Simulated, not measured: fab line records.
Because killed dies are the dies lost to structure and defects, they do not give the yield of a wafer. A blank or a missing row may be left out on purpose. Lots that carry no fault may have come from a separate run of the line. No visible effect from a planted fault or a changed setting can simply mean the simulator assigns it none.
A struck lot beside a sound one + flow n5 finfet + 16 out of 1938 route steps
Sound: the wafers L303.1, L303.4, L303.6. Struck: wafer L290.4 (left out: L290.1, L290.6 of the same lot, which were not struck); the cause appears at the end.
For every step that has rows: the tool of each side, followed by ch and its chambers, followed by its first start. Under that, the readings that differ: sound wafers + struck wafers + difference of the means + sigmas: that difference in standard deviations of wafers without a fault.
alike: same words and numbers on both sides, and readings whose means sit less than 2 such deviations apart. not compared: any withheld reading, any reading some wafer has no value for, any bound like >300 that may hide the same value, and any number with overlapping values for which the record gives no deviation.
A row with sigmas, a row that says differs or no value, or rows on one side alone: a step with any of these is where the two part. Numbers that don't overlap but have no deviation are shown without sigmas and don't part them. A reading that every wafer of one side lacks parts them only if that side has two wafers or more.

first, 4 steps without rows for these wafers: N5_BEOL_M10_HM_STRIP_39 (strips TiN in peroxide tin strip, target depth 25 nm, time 158 s); N5_BEOL_M10_SRD_40 (time 30 s); N5_BEOL_M10_PRECLEAN_42 (cleans in residue remover, time 60 s); N5_BEOL_M10_SRD_43 (time 30 s).
N5_BEOL_M10_CD_MEAS_35: target cd 70 nm.
  sound on cd sem-03, day 15 21:49; struck on cd sem-02, day 13 02:16
  alike: cd nm
N5_BEOL_M10_CURE_72: cures SiCOH lowk, time 120 s.
  sound on uv cure-03 ch 2, day 15 21:51; struck on uv cure-03 ch 0, day 13 02:18
| reading            | sound             | struck | difference | sigmas |
|--------------------|-------------------|--------|------------|--------|
| lamp power pct (%) | 52.26 52.24 52.30 | 52.38  | +0.11      | +2     |
  alike: wafer_temp_C_max
N5_BEOL_M10_DEGAS_44: time 60 s.
  sound on pvd sputter-03, day 15 22:20; struck on pvd sputter-02, day 13 02:59
  alike: heater power w
N5_BEOL_M10_PRE_CLEAN_45: time 30 s.
  sound on pvd sputter-03, day 15 22:22; struck on pvd sputter-02, day 13 03:02
  alike: heater power w
N5_BEOL_M10_ALD_74: deposits TaN, target thk 2 nm, pulse time 2 s, purge time 3 s.
  sound on ald metal-02 ch 1,2,3, day 15 22:26; struck on ald metal-04 ch 0, day 13 03:05
  alike: heater power w
then, 3 steps without rows for these wafers: N5_BEOL_M10_SURFACE_TREAT_76; N5_BEOL_M10_CVD_75 (deposits Co from CCTBA/H2, target thk 2 nm, time 138.9 s); N5_BEOL_M10_SPUTTER_48 (material Cu, target thk 12 nm, time 2 s).
N5_BEOL_M10_ECD_50: material Cu, target thk 318 nm.
  sound on ecd cu-02 ch 0,1, day 15 23:13; struck on ecd cu-02 ch 0, day 13 03:48
| reading                                 | sound         | struck | difference | sigmas |
|-----------------------------------------|---------------|--------|------------|--------|
| model.Cu_of_BEOL_M10_ECD_50.thk nm (nm) | 314 310 312.4 | 228.6  | -83.5      |        |
N5_BEOL_M10_ANNEAL_51: time 90 s.
  sound on rtp anneal-02 ch 0, day 15 23:19; struck on rtp anneal-01 ch 0, day 13 04:34
  alike: wafer_temp_C_max
N5_BEOL_M10_CMP_52: polishes, stops on SiCOH lowk, t overpolish 7 s, target thk 140 nm.
  sound on cmp-04 ch 0,3, day 15 23:39; struck on cmp-01 ch 1, day 13 05:10
| reading                | sound    | struck | difference | sigmas |
|------------------------|----------|--------|------------|--------|
| time to endpoint s (s) | 65 60 66 | 49     | -15        | -5     |
  alike: motor current A
N5_BEOL_M10_THK_MEAS_53: measures by xrf.
  sound on film metro-01, day 15 23:55; struck on film metro-01, day 13 05:25
| reading      | sound       | struck | difference | sigmas |
|--------------|-------------|--------|------------|--------|
| M10_THK (nm) | 134 135 134 | 149    | +15        | +4     |

## WHERE THEY PART
At N5_BEOL_M10_CURE_72 first; at N5_BEOL_M10_THK_MEAS_53 last (within this record only).

WHY: the cause the simulator had injected
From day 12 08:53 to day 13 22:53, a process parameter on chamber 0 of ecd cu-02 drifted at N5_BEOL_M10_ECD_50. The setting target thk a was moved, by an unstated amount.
